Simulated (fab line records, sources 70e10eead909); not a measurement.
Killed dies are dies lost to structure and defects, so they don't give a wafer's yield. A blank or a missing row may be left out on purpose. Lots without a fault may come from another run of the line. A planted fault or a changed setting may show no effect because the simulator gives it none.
Problem report in the 8D (eight disciplines) form, filled by code | flow nand_harc | the parts of the form that need people (team, actions taken, sign-off) are left out

1. THE PROBLEM
thk_nm at NHARC_A_ONON_D1_THK_MEAS_24 reads a mean of 702 nm on 6 wafers of 2 lots; wafers without a fault read 1001 nm with a standard deviation of 8.3. That is -36 standard deviations from the usual mean.
The step: measures by ellipsometry.
First seen on wafer L889.2, day 11 02:06, on film_metro-01. The record holds 39 wafers of 13 lots with a number at this step. Rule for "out", or "out of limits": more than 4 standard deviations from the usual mean. The other wafers with a number count as sound.

2. WHAT IT IS AND WHAT IT IS NOT
question                    | is                           | is not
which readings at this step | thk_nm                       | -
which lots                  | L889, L893                   | L878, L879, L881, L883, L884, L886, L887, L896, L899, L900, L901
which wafers of those lots  | all that have a number       | -
read on which gauges        | film_metro-01, film_metro-02 | -
when                        | from day 11 02:06            | up to then (21 sound wafers); but 12 sound wafers of L896, L899, L900, L901 came after

3. SUSPECTS, AND WHAT RULES EACH OUT
Counting: a tool at a process step up to the reading stays a suspect if it ran every lot that is out and no sound lot after the first of them.
- the gauge at NHARC_A_ONON_D1_THK_MEAS_24: ruled out. The wafers that are out were read on 2 gauges (film_metro-01, film_metro-02).
- pvd_sputter-03 at NHARC_P_BONDPAD_PVD_27 (deposits Cu, target thk 30 nm, time 20.49 s): ruled out as a lasting fault. Sound lots L896 ran on it after its first lot that is out, L889 (day 9 16:11). NHARC_P_BONDPAD_PVD_27 gives no start for some lots, so the hours and the order of its lots are those of NHARC_A_ZERO_WELL_DESCUM_12.
- rie_diel-07 at NHARC_A_ZERO_WELL_DESCUM_12 (chemistry O2, time 3 s): ruled out as a lasting fault. Sound lots L899 ran on it after its first lot that is out, L889 (day 9 16:11).
- pecvd_onon-02 at NHARC_A_ONON_D1_DEP_22 (target thk 1000 nm): kept. It ran every lot that is out, first L889 (day 11 01:38), and no sound lot after that; its last sound lot up to then is L884 (day 9 22:37).
Left after counting: pecvd_onon-02 at NHARC_A_ONON_D1_DEP_22.

4. THE CAUSE (what the simulator had put in)
Process parameter drift: pecvd_onon-02, from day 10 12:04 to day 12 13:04, at NHARC_A_ONON_D1_DEP_22. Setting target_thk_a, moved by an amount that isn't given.
Counting left only this tool.

5. THE CHAIN OF EFFECTS, in route order
Each row: a reading whose mean over the struck wafers that have a number lies more than 3 standard deviations from the usual. Only readings for which the record gives a usual standard deviation are gone through. hours: the time from each lot's start at the first step in this table that gives one to its start at this step, as a median over the lots. sigmas: the change in usual standard deviations.
hours | step                        | reading         | usual   | on struck wafers | change | sigmas
0     | NHARC_A_ONON_D1_THK_MEAS_24 | thk_nm          | 1001 nm | 702              | -300   | -36
276   | NHARC_END_SORT_01           | killed_at_array | 31      | 673              | +642   | +54
276   | NHARC_END_SORT_01           | killed_dies     | 35      | 677              | +642   | +54

6. WHAT WOULD HAVE CAUGHT IT SOONER
In this record the first reading out of limits at a measuring or inspecting step was taken at day 11 02:06, 14 hours after the fault began at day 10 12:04.
Of the tool readings at NHARC_A_ONON_D1_DEP_22 for which the record gives a usual standard deviation, none was out on any struck wafer, so an alarm limit of 4 standard deviations on them would not have fired.
Of the lots that are out (2), L893 began NHARC_A_ONON_D1_DEP_22 on pecvd_onon-02 after day 11 02:06. A hold on the tool at that time would have spared it.
